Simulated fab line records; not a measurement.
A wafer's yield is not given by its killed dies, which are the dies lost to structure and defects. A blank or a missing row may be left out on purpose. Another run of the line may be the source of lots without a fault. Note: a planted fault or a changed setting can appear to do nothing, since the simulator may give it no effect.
Chamber matching / flow n5 finfet / N5_BEOL_M3_ETCHBACK_99 on rie diel-01 has 4 sister chambers
The step etches SiO2 in CHF3, target depth 5 nm, time 10.4 s. 4 wafers are shown with their chamber, then 12 later ones without.

== WAFERS, EACH WITH ITS CHAMBER ==
wafer=L081.5; chamber=2; drypump motor current A (A)=5.7
wafer=L086.5; chamber=3; drypump motor current A (A)=6.6
wafer=L089.5; chamber=1; drypump motor current A (A)=6.6
wafer=L089.6; chamber=0; drypump motor current A (A)=5.5

== WAFERS WHOSE CHAMBER IS MISSING ==
wafer=L090.3; drypump motor current A (A)=6.7
wafer=L090.4; drypump motor current A (A)=6.6
wafer=L090.6; drypump motor current A (A)=6.6
wafer=L091.1; drypump motor current A (A)=6.6
wafer=L091.5; drypump motor current A (A)=6.6
wafer=L091.6; drypump motor current A (A)=5.6
wafer=L094.2; drypump motor current A (A)=5.7
wafer=L094.4; drypump motor current A (A)=5.5
wafer=L094.5; drypump motor current A (A)=6.6
wafer=L097.1; drypump motor current A (A)=6.6
wafer=L097.5; drypump motor current A (A)=6.6
wafer=L097.6; drypump motor current A (A)=5.7

== CHAMBER TAKEN BY EACH ==
wafer=L090.3; from the rows above=can't be placed: 1 or 3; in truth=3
wafer=L090.4; from the rows above=can't be placed: 1 or 3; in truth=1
wafer=L090.6; from the rows above=can't be placed: 1 or 3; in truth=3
wafer=L091.1; from the rows above=can't be placed: 1 or 3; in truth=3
wafer=L091.5; from the rows above=can't be placed: 1 or 3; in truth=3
wafer=L091.6; from the rows above=can't be placed: 0 or 2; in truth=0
wafer=L094.2; from the rows above=2; in truth=2
wafer=L094.4; from the rows above=0; in truth=0
wafer=L094.5; from the rows above=can't be placed: 1 or 3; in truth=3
wafer=L097.1; from the rows above=can't be placed: 1 or 3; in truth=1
wafer=L097.5; from the rows above=can't be placed: 1 or 3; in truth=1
wafer=L097.6; from the rows above=2; in truth=2
3 of 12 placed correctly. From these rows, 9 cannot be placed; in 9 the true chamber is one of the candidates. Placed wrongly: 0.
How it was worked out, from the rows above alone: a wafer's distance from a chamber is the root of the sum, over the readings, of the square of ((its reading less the chamber's mean) divided by the reading's scatter). The wafer belongs to the nearest chamber; if the next one is less than 2 further off, it can't be placed. Each chamber's mean is taken over the wafers shown for it. The scatter: root of mean squared gap, hidden wafer to nearest shown wafer, with one shown wafer a chamber.
